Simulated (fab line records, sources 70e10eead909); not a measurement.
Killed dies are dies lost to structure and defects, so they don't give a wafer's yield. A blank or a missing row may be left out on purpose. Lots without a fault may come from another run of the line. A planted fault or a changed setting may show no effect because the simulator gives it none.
fab line records | flow nand_harc
record lots=6 wafers=18 last_day=34
route steps=1302 shown THIN_TSV@1276 END@1302
lots that met no fault: from a run of the same line without faults
start_h: hours from the record's first day to the start of the lot's first wafer shown | wait_h: hours since the lot's step before | " the same as in the row above | L1.1+2: a row that stands for several wafers | - no value, or no start given | * or withheld: withheld | < > ~ a bound
route shown NAME@n: a module of which the file shows steps, and the number in the route of the first | usual: mean/standard deviation of fault-free wafers | same: alike in all rows | chamber/n: place in a boat | sites: the reading at each site | _std_site: their standard deviation | _edge_site: outer sites' mean less inner sites' | radius_mm: how far each site lies from the wafer's centre | mask NAME#n: copy n | behind: the tool/chamber that last shaped the wafer | hold: why the lot was held/for how many hours/how that ended | device: the transistor (n, p or np) that didn't switch | end of line: the same wafers' tests at the end of the route | a step without rows: its recipe alone | killed: dies lost to structure and defects at the first sort, not the wafer's yield | map: a wafer's dies, x killed, . not, _ none there
set.NAME: the setting as run; set.NAME@STEP: as run at that earlier step | model.NAME: the simulator's own value behind a step, which no gauge read
lots at some steps of the route; a table a step, a row a wafer
services: from which hour (start_h, from the record's first day; less than 0 if before it) a tool's chamber was out of use, for how many hours, and why
## steps
# step NHARC_THIN_TSV_CMP_21
# recipe t_overpolish_s=30 target_thk_nm=2000
# usual edge_zone_pressure_frac=0.999/0.0051 motor_current_A=12.0/1.5 overpolish_run_s=30.000/0.0088
# columns lot.wafer tool chamber start_h wait_h edge_zone_pressure_frac motor_current_A overpolish_run_s
L438.3 cmp-03 3 570.21 - 0.986 11.0 29.998
L438.2 " 0 " " 1.008 12.7 29.980
L438.4 " 1 " " 1.000 11.4 29.997
L439.1 cmp-04 0 610.93 - 0.992 11.8 30.007
L439.2 " 1 " " 1.000 12.9 29.990
L439.4 " 2 " " 0.997 11.6 29.993
L455.1 cmp-03 3 760.35 - 0.998 10.7 29.998
L455.5 " 1 " " 0.998 11.3 30.003
L455.6 " 2 " " 0.998 11.0 29.997
L456.4 cmp-01 1 761.61 - 1.007 11.8 30.007
L456.5 " 2 " " 0.995 15.8 30.007
L456.6 " 3 " " 0.990 15.1 29.993
L457.4 cmp-03 3 775.39 - 1.005 12.0 30.008
L457.3 " 0 " " 1.007 12.3 29.997
L457.6 " 2 " " 0.999 10.9 30.004
L458.3 cmp-03 3 795.83 - 0.999 10.7 30.003
L458.1 " 0 " " 1.001 11.8 29.987
L458.5 " 2 " " 0.999 10.4 29.990
# step NHARC_THIN_TSV_SRD_23
# step NHARC_THIN_TSV_DEGAS_53
# recipe temp_c=300 time_s=60
# usual heater_power_w=512/41
# columns lot.wafer tool chamber start_h wait_h heater_power_w
L438.2 pvd_sputter-02 - 570.66 0.1 489
L438.3 " - " " 528
L438.4 " - " " 533
L439.1 pvd_sputter-01 - 611.36 0.1 501
L439.2 " - " " 574
L439.4 " - " " 438
L455.1 pvd_sputter-02 - 760.76 0.1 437
L455.5 " - " " 435
L455.6 " - " " 503
L456.4 pvd_sputter-01 - 761.99 0.1 567
L456.5 " - " " 573
L456.6 " - " " 460
L457.3 pvd_sputter-02 - 775.81 0.1 544
L457.4 " - " " 520
L457.6 " - " " 551
L458.1 pvd_sputter-01 - 796.24 0.1 449
L458.3 " - " " 522
L458.5 " - " " 443
# step NHARC_THIN_TSV_PRE_CLEAN_54
# recipe time_s=30 temp_c=280 gas=H2/He
# usual heater_power_w=452/35
# columns lot.wafer tool chamber start_h wait_h heater_power_w
L438.4 pvd_sputter-02 - 570.72 0.0 440
L438.2 " - " " 464
L438.3 " - " " 406
L439.1 pvd_sputter-01 - 611.44 0.1 489
L439.4 " - " " 388
L439.2 " - " " 493
L455.1 pvd_sputter-02 - 760.84 0.1 493
L455.5 " - " " 436
L455.6 " - " " 499
L456.4 pvd_sputter-01 - 762.09 0.1 507
L456.6 " - " " 490
L456.5 " - " " 442
L457.4 pvd_sputter-02 - 775.89 0.0 480
L457.3 " - " " 379
L457.6 " - " " 378
L458.3 pvd_sputter-01 - 796.30 0.0 456
L458.1 " - " " 504
L458.5 " - " " 458
# step NHARC_THIN_TSV_PVD_55
# recipe target_thk_a=500 material=TiN
# step NHARC_THIN_TSV_PVD_24
# recipe target_thk_a=8000 power_w=withheld chamber_pressure_pa=withheld substrate_temp_c=withheld time_s=withheld gas=Ar material=Al
# step NHARC_THIN_TSV_DEHYDRATE_25
# recipe temp_c=150 time_s=120
# step NHARC_THIN_TSV_HMDS_26
# recipe time_s=30
# step NHARC_THIN_TSV_COAT_27
# recipe spin_rpm=*
# step NHARC_THIN_TSV_SOFTBAKE_28
# recipe temp_c=122 time_s=95
# step NHARC_THIN_TSV_EBR_29
# step NHARC_THIN_TSV_EXPOSE_30
# recipe na=0.55 dose_mj=11.47 mask_id=PAD
# usual exposure_dose_mJ_cm2=11.470/0.011
# columns lot.wafer tool chamber start_h wait_h mask exposure_dose_mJ_cm2
L438.2 krf_scanner-04 0 571.63 - PAD#0 11.463
L438.3 " 0 " " PAD#0 11.476
L438.4 " 0 " " PAD#0 11.462
L439.1 krf_scanner-03 0 612.23 - PAD#0 11.470
L439.2 " 0 " " PAD#0 11.484
L439.4 " 0 " " PAD#0 11.461
L455.1 krf_scanner-04 0 761.74 - PAD#0 10.665
L455.5 " 0 " " PAD#0 10.648
L455.6 " 0 " " PAD#0 10.661
L456.4 krf_scanner-04 0 762.95 - PAD#0 10.679
L456.5 " 0 " " PAD#0 10.671
L456.6 " 0 " " PAD#0 10.674
L457.3 krf_scanner-03 0 776.81 - PAD#0 11.468
L457.4 " 0 " " PAD#0 11.457
L457.6 " 0 " " PAD#0 11.478
L458.1 krf_scanner-03 0 797.08 - PAD#0 11.461
L458.3 " 0 " " PAD#0 11.478
L458.5 " 0 " " PAD#0 11.461
# step NHARC_THIN_TSV_PEB_31
# recipe peb_temp_c=118 peb_time_s=85
# step NHARC_END_SORT_01
# recipe temp_c=25
# usual defect_limited_yield=91/3.4 killed_at_array=54/23 killed_at_other=1.2/1.5 killed_at_periphery=3.9/2.5 killed_dies=59/23 killed_open=3.2/1.7 killed_short=2.4/1.6 sort_bin_2_pct=3.0/1.4 sort_bin_3_pct=0.7/0.45 sort_bin_4_pct=5.0/1.9 sort_n_pass=618/23 sort_rim_yield_pct=92/3.8 sort_yield_pct=91/3.4
# same gross_dies=677 sort_bin_5_pct[%]=0 sort_bin_6_pct[%]=0 sort_bin_7_pct[%]=0 sort_bin_8_pct[%]=0 sort_rim_n_gross=106.00
# columns lot.wafer tool chamber start_h wait_h defect_limited_yield[%] killed_at_array killed_at_other killed_at_periphery killed_dies killed_open killed_short sort_bin_2_pct[%] sort_bin_3_pct[%] sort_bin_4_pct[%] sort_n_pass sort_rim_yield_pct[%] sort_yield_pct[%]
L438.2 prober-01 0 588.71 2.8 95 24 4 8 36 8 2 1.5 0.1 3.7 641 95 95
L438.3 prober-01 0 589.51 3.1 96 24 1 3 28 7 3 1.6 0.1 2.4 649 92 96
L438.4 prober-01 0 590.31 3.4 96 22 3 0 25 4 1 1.0 0 2.7 652 95 96
L439.1 prober-01 0 623.10 2.5 90 63 1 1 65 2 1 2.2 1.6 5.8 612 98 90
L439.2 prober-01 0 623.90 2.8 90 63 1 1 65 1 3 5.0 1.2 3.4 612 97 90
L439.4 prober-01 0 625.50 3.4 91 59 2 2 63 1 3 4.1 0.6 4.6 614 94 91
L455.1 prober-02 0 771.03 2.5 92 44 1 7 52 4 3 2.7 0.6 4.4 625 90 92
L455.5 prober-02 0 774.25 3.7 91 56 1 3 60 2 6 2.2 0.6 6.1 617 89 91
L455.6 prober-02 0 775.05 4.0 91 58 3 2 63 5 2 2.4 0.3 6.6 614 93 91
L456.4 prober-01 0 773.40 3.4 92 49 2 1 52 1 3 3.0 0.9 3.8 625 93 92
L456.5 prober-01 0 774.20 3.7 92 49 0 7 56 3 3 1.9 1.0 5.3 621 91 92
L456.6 prober-01 0 775.00 4.0 91 58 1 4 63 4 3 3.1 0.7 5.5 614 91 91
L457.3 prober-01 0 787.71 3.1 91 56 2 1 59 5 2 3.8 1.0 3.8 618 90 91
L457.4 prober-01 0 788.49 3.4 94 41 0 3 44 1 1 3.0 0.9 2.7 633 87 94
L457.6 prober-01 0 790.06 3.9 92 54 0 3 57 3 5 3.2 0.4 4.7 620 90 92
L458.1 prober-02 0 806.25 2.5 92 57 0 0 57 8 5 2.1 0.7 5.6 620 87 92
L458.3 prober-02 0 807.86 3.1 91 52 1 6 59 2 5 2.8 0.9 5.0 618 92 91
L458.5 prober-02 0 809.47 3.7 92 55 0 1 56 2 2 2.1 0.4 5.8 621 93 92
# killed by level:class
L438.2 A_CHANNEL_HOLE_D2:chamber_film_flake=8 A_STAIRCASE:chamber_film_flake=7 P_GATE:chamber_film_flake=4 THIN_TSV:chamber_film_flake=4 P_CONTACT:geometric_particle:open=3 A_ONON_D2:geometric_particle:open=2 P_M0:geometric_particle:open=1 A_CHANNEL_FILL_D1:geometric_particle:open=1
L438.3 A_CHANNEL_HOLE_D2:chamber_film_flake=6 A_STAIRCASE:chamber_film_flake=6 A_CHANNEL_HOLE_D1:geometric_particle:short=2 A_CHANNEL_FILL_D2:geometric_particle:open=2 A_CONTACT:chamber_film_flake=2 P_STI:geometric_particle:open=1 P_M0:geometric_particle:open=1 P_M2:geometric_particle:open=1
L438.4 A_CHANNEL_HOLE_D2:chamber_film_flake=9 A_CHANNEL_HOLE_D1:chamber_film_flake=5 THIN_TSV:chamber_film_flake=3 A_CHANNEL_FILL_D2:chamber_film_flake=2 A_ONON_D1:geometric_particle:open=1 A_CHANNEL_FILL_D1:geometric_particle:short=1 A_DECK1_JOINT:geometric_particle:open=1 A_SLIT:geometric_particle:open=1
L439.1 A_CHANNEL_HOLE_D1:chamber_film_flake=31 A_CHANNEL_HOLE_D2:chamber_film_flake=24 A_CONTACT:chamber_film_flake=3 A_M0:geometric_particle:open=2 A_M0:geometric_particle:short=1 P_ZERO_WELL:chamber_film_flake=1 A_STAIRCASE:chamber_film_flake=1 A_SLIT:chamber_film_flake=1
L439.2 A_CHANNEL_HOLE_D2:chamber_film_flake=27 A_CHANNEL_HOLE_D1:chamber_film_flake=24 A_BONDPAD:chamber_film_flake=5 A_CONTACT:chamber_film_flake=3 P_M1:geometric_particle:open=1 A_CHANNEL_FILL_D1:geometric_particle:short=1 A_CHANNEL_FILL_D2:geometric_particle:short=1 A_M0:geometric_particle:short=1
L439.4 A_CHANNEL_HOLE_D1:chamber_film_flake=26 A_CHANNEL_HOLE_D2:chamber_film_flake=19 A_BONDPAD:chamber_film_flake=6 A_M0:geometric_particle:short=2 A_CONTACT:chamber_film_flake=2 THIN_TSV:chamber_film_flake=2 P_GATE:geometric_particle:short=1 A_CHANNEL_FILL_D1:geometric_particle:open=1
L455.1 A_CHANNEL_HOLE_D2:chamber_film_flake=12 A_SLIT:chamber_film_flake=7 A_SGD_CUT:chamber_film_flake=6 A_CHANNEL_HOLE_D1:chamber_film_flake=5 A_CONTACT:chamber_film_flake=5 P_M1:chamber_film_flake=3 A_STAIRCASE:chamber_film_flake=2 P_STI:geometric_particle:open=1
L456.4 A_CHANNEL_HOLE_D2:chamber_film_flake=20 A_SLIT:chamber_film_flake=10 A_CHANNEL_HOLE_D1:chamber_film_flake=9 A_CONTACT:chamber_film_flake=4 THIN_TSV:chamber_film_flake=2 P_CONTACT:geometric_particle:short=1 A_ONON_D1:geometric_particle:short=1 A_ONON_D2:geometric_particle:short=1
L456.5 A_CHANNEL_HOLE_D2:chamber_film_flake=14 A_SLIT:chamber_film_flake=13 A_CONTACT:chamber_film_flake=9 A_CHANNEL_HOLE_D1:chamber_film_flake=8 P_M0:geometric_particle:short=2 A_WL_FILL:geometric_particle:open=2 P_GATE:chamber_film_flake=2 P_M1:chamber_film_flake=2
L455.5 A_CHANNEL_HOLE_D2:chamber_film_flake=19 A_CHANNEL_HOLE_D1:chamber_film_flake=13 A_SGD_CUT:chamber_film_flake=6 A_SLIT:chamber_film_flake=6 A_CONTACT:chamber_film_flake=4 A_DECK1_JOINT:geometric_particle:short=2 A_CHANNEL_FILL_D2:geometric_particle:short=2 P_STI:geometric_particle:short=1
L456.6 A_CHANNEL_HOLE_D2:chamber_film_flake=18 A_CHANNEL_HOLE_D1:chamber_film_flake=15 A_SLIT:chamber_film_flake=11 A_CONTACT:chamber_film_flake=8 P_M1:chamber_film_flake=2 P_CONTACT:geometric_particle:open=1 A_CHANNEL_FILL_D2:geometric_particle:short=1 A_WL_FILL:geometric_particle:short=1
L455.6 A_CHANNEL_HOLE_D2:chamber_film_flake=20 A_CHANNEL_HOLE_D1:chamber_film_flake=11 A_SLIT:chamber_film_flake=7 A_CONTACT:chamber_film_flake=6 A_SGD_CUT:chamber_film_flake=5 THIN_TSV:chamber_film_flake=3 A_CHANNEL_FILL_D2:geometric_particle:open=2 A_CHANNEL_FILL_D1:geometric_particle:short=1
L457.3 A_CHANNEL_HOLE_D2:chamber_film_flake=21 A_SLIT:chamber_film_flake=15 A_CHANNEL_HOLE_D1:chamber_film_flake=9 A_CONTACT:chamber_film_flake=5 A_ONON_D1:geometric_particle:open=1 A_CHANNEL_HOLE_D1:geometric_particle:open=1 A_DECK1_JOINT:geometric_particle:short=1 A_CHANNEL_FILL_D2:geometric_particle:open=1
L457.4 A_SLIT:chamber_film_flake=15 A_CHANNEL_HOLE_D2:chamber_film_flake=11 A_CONTACT:chamber_film_flake=7 A_CHANNEL_HOLE_D1:chamber_film_flake=4 P_GATE:chamber_film_flake=2 A_M1:chamber_film_flake=2 P_CONTACT:geometric_particle:open=1 A_WL_FILL:geometric_particle:short=1
L457.6 A_SLIT:chamber_film_flake=15 A_CHANNEL_HOLE_D1:chamber_film_flake=15 A_CHANNEL_HOLE_D2:chamber_film_flake=12 P_GATE:chamber_film_flake=2 A_CONTACT:chamber_film_flake=2 P_GATE:geometric_particle:short=1 A_ONON_D1:geometric_particle:short=1 A_CHANNEL_FILL_D1:geometric_particle:short=1
L458.1 A_CHANNEL_HOLE_D2:chamber_film_flake=18 A_CONTACT:chamber_film_flake=10 A_SLIT:chamber_film_flake=8 A_SGD_CUT:chamber_film_flake=4 A_ONON_D1:geometric_particle:open=3 A_WL_FILL:chamber_film_flake=2 A_SOURCE_PLATE:geometric_particle:open=1 A_ONON_D1:geometric_particle:short=1
L458.3 A_CHANNEL_HOLE_D2:chamber_film_flake=22 A_SLIT:chamber_film_flake=8 A_CONTACT:chamber_film_flake=6 P_GATE:chamber_film_flake=4 A_BONDPAD:chamber_film_flake=3 A_CHANNEL_FILL_D1:geometric_particle:short=2 A_SGD_CUT:chamber_film_flake=2 A_WL_FILL:chamber_film_flake=2
L458.5 A_CHANNEL_HOLE_D2:chamber_film_flake=26 A_CONTACT:chamber_film_flake=10 A_SLIT:chamber_film_flake=8 A_SGD_CUT:chamber_film_flake=3 A_CHANNEL_FILL_D2:geometric_particle:open=2 A_CHANNEL_FILL_D2:geometric_particle:short=1 A_CONTACT:geometric_particle:short=1 P_GATE:chamber_film_flake=1
## services
# columns tool chamber start_h hours kind
cmp-03 - 554.00 4.0 pm
cmp-01 - 559.70 2.2 repair
krf_scanner-03 - 568.00 4.0 pm
pvd_sputter-01 - 569.13 16.8 repair
cmp-01 - 577.59 4.0 pm
pvd_sputter-01 - 585.95 10.0 pm
cmp-04 - 590.75 2.5 repair
cmp-01 - 597.04 2.2 repair
cmp-04 - 601.00 4.0 pm
krf_scanner-03 - 618.42 1.0 repair
cmp-04 - 641.33 1.7 repair
pvd_sputter-02 - 642.53 10.0 pm
cmp-03 - 652.00 4.0 pm
cmp-01 - 660.97 1.4 repair
cmp-01 - 675.59 4.0 pm
krf_scanner-04 - 698.00 4.0 pm
cmp-04 - 699.00 4.0 pm
krf_scanner-03 - 712.01 0.2 repair
cmp-04 - 725.40 0.4 repair
cmp-04 - 732.60 6.3 repair
cmp-03 - 736.30 16.8 repair
krf_scanner-03 - 740.00 4.0 pm
krf_scanner-03 - 761.45 2.9 repair
pvd_sputter-01 - 763.95 10.0 pm
## key
first_sign step=NHARC_THIN_TSV_EXPOSE_30 reading=exposure_dose_mJ_cm2 direction=down sigmas=75 usual=11.470 struck=10.666
effect none on later readings
met_at NHARC_THIN_TSV_EXPOSE_30
struck_wafers L455.1,L455.5,L455.6,L456.4,L456.5,L456.6
onset_between 571.63 761.74
fault kind=process_parameter_drift tool=krf_scanner-04 chamber=- onset_h=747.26 steps=NHARC_THIN_TSV_EXPOSE_30 channel=dose_mj offset=-0.80492 shape=step acts_in=these_recipes_only stated=11.47
